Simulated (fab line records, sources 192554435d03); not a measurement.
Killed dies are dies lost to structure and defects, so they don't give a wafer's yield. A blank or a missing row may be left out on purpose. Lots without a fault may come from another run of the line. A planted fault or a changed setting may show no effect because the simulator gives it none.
Chamber matching | flow n5_finfet | N5_MOL_CONTACT_COAG_DESCUM_13 on rie_diel-05: 4 sister chambers
The step chemistry O2, time 7 s. 14 wafers are shown with their chamber, then 7 later ones without.

WAFERS WITH THEIR CHAMBER
wafer  | chamber | drypump_motor_current_A (A) | throttle_valve_pct (%) | showerhead_plenum_p_Torr (Torr)
L074.2 | 3       | 5.6                         | 20.75                  | 2.17
L074.3 | 2       | 5.2                         | 20.30                  | 1.96
L074.6 | 1       | 5.1                         | 20.85                  | 2.17
L077.1 | 0       | 6.5                         | 20.32                  | 2.00
L077.5 | 3       | 5.5                         | 20.74                  | 2.17
L077.6 | 1       | 5.2                         | 20.85                  | 2.17
L081.2 | 1       | 5.2                         | 20.88                  | 2.17
L081.4 | 0       | 6.5                         | 20.35                  | 2.00
L081.5 | 1       | 5.2                         | 20.86                  | 2.17
L083.3 | 2       | 5.2                         | 19.92                  | 2.22
L083.5 | 0       | 6.5                         | 20.35                  | 2.00
L083.6 | 1       | 5.1                         | 20.87                  | 2.16
L086.3 | 0       | 6.4                         | 20.36                  | 1.99
L086.4 | 3       | 5.5                         | 20.79                  | 2.15

SIGNATURES (means of the wafers above)
reading                  | chamber 0 | chamber 1 | chamber 2 | chamber 3 | scatter within a chamber
drypump_motor_current_A  | 6.475     | 5.160     | 5.200     | 5.533     | 0.0512
throttle_valve_pct       | 20.3450   | 20.8620   | 20.1100   | 20.7600   | 0.0867
showerhead_plenum_p_Torr | 1.9975    | 2.1680    | 2.0900    | 2.1633    | 0.0585
Rule: a wafer's distance from a chamber is the root of the sum, over the readings, of the square of ((its reading less the chamber's mean) divided by the reading's scatter). The wafer belongs to the nearest chamber; if the next one is less than 2 further off, it can't be placed. The scatter: the root of (the sum of the squares of (reading less its chamber's mean) over the shown wafers, divided by (wafers less chambers)).

WAFERS WITHOUT THEIR CHAMBER
wafer  | drypump_motor_current_A (A) | throttle_valve_pct (%) | showerhead_plenum_p_Torr (Torr)
L086.6 | 6.5                         | 20.36                  | 1.99
L093.1 | 5.6                         | 20.81                  | 2.15
L093.5 | 6.4                         | 20.38                  | 1.99
L093.6 | 5.2                         | 20.59                  | 2.16
L096.1 | 6.4                         | 20.37                  | 1.99
L096.3 | 5.5                         | 20.84                  | 2.15
L096.5 | 5.5                         | 20.83                  | 2.15

WHICH CHAMBER EACH WENT THROUGH
wafer  | from the rows above | in truth
L086.6 | 0                   | 0
L093.1 | 3                   | 3
L093.5 | 0                   | 0
L093.6 | 1                   | 1
L096.1 | 0                   | 0
L096.3 | 3                   | 3
L096.5 | 3                   | 3
Placed correctly: 7 of 7. Can't be placed from these rows: 0. Placed wrongly: 0.
